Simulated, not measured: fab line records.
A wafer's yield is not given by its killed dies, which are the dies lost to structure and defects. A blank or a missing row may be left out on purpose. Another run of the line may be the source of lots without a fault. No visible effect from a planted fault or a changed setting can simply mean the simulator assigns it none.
Matching of chambers :: flow nand harc :: NHARC_A_WL_FILL_ALD_19 on ald metal-01 has 4 sister chambers
The step deposits TiN, target thk 2 nm, pulse time 3 s, ald cycles 100. 4 wafers are shown with their chamber, then 11 later ones without.

## WAFERS WITH THEIR CHAMBER
wafer: L087.2
chamber: 1
heater power w (W): 1004

wafer: L087.3
chamber: 0
heater power w (W): 992

wafer: L087.6
chamber: 3
heater power w (W): 1087

wafer: L089.1
chamber: 2
heater power w (W): 1189

## WAFERS WHOSE CHAMBER IS MISSING
wafer: L089.3
heater power w (W): 995

wafer: L089.5
heater power w (W): 1018

wafer: L090.1
heater power w (W): 1023

wafer: L090.4
heater power w (W): 1039

wafer: L090.5
heater power w (W): 1027

wafer: L090.2
heater power w (W): 1215

wafer: L090.3
heater power w (W): 1103

wafer: L090.6
heater power w (W): 1051

wafer: L093.1
heater power w (W): 1106

wafer: L093.4
heater power w (W): 1216

wafer: L093.5
heater power w (W): 1016

## THE CHAMBER EACH PASSED THROUGH
wafer: L089.3
from the rows above: can't be placed: 0 or 1
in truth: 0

wafer: L089.5
from the rows above: can't be placed: 1 or 0
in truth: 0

wafer: L090.1
from the rows above: can't be placed: 1 or 0 or 3
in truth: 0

wafer: L090.4
from the rows above: can't be placed: 1 or 0 or 3
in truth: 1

wafer: L090.5
from the rows above: can't be placed: 1 or 0 or 3
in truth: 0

wafer: L090.2
from the rows above: 2
in truth: 2

wafer: L090.3
from the rows above: 3
in truth: 3

wafer: L090.6
from the rows above: can't be placed: 3 or 1 or 0
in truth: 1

wafer: L093.1
from the rows above: 3
in truth: 3

wafer: L093.4
from the rows above: 2
in truth: 2

wafer: L093.5
from the rows above: can't be placed: 1 or 0
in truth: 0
Correct placement for 4 of the 11. Can't be placed from these rows: 7 (the true chamber is among the candidates in 7). Wrongly placed: 0.
How it was worked out, from the rows above alone: a wafer's distance from a chamber is the root of the sum, over the readings, of the square of ((its reading less the chamber's mean) divided by the reading's scatter). If the next closest chamber is less than 2 further off than the closest, the wafer can't be placed; otherwise it belongs to the closest. For every chamber, the mean is computed from those of its wafers that are shown. The scatter (one wafer shown for each chamber): square how far every hidden wafer sits from the nearest shown wafer, average those squares and take the square root.
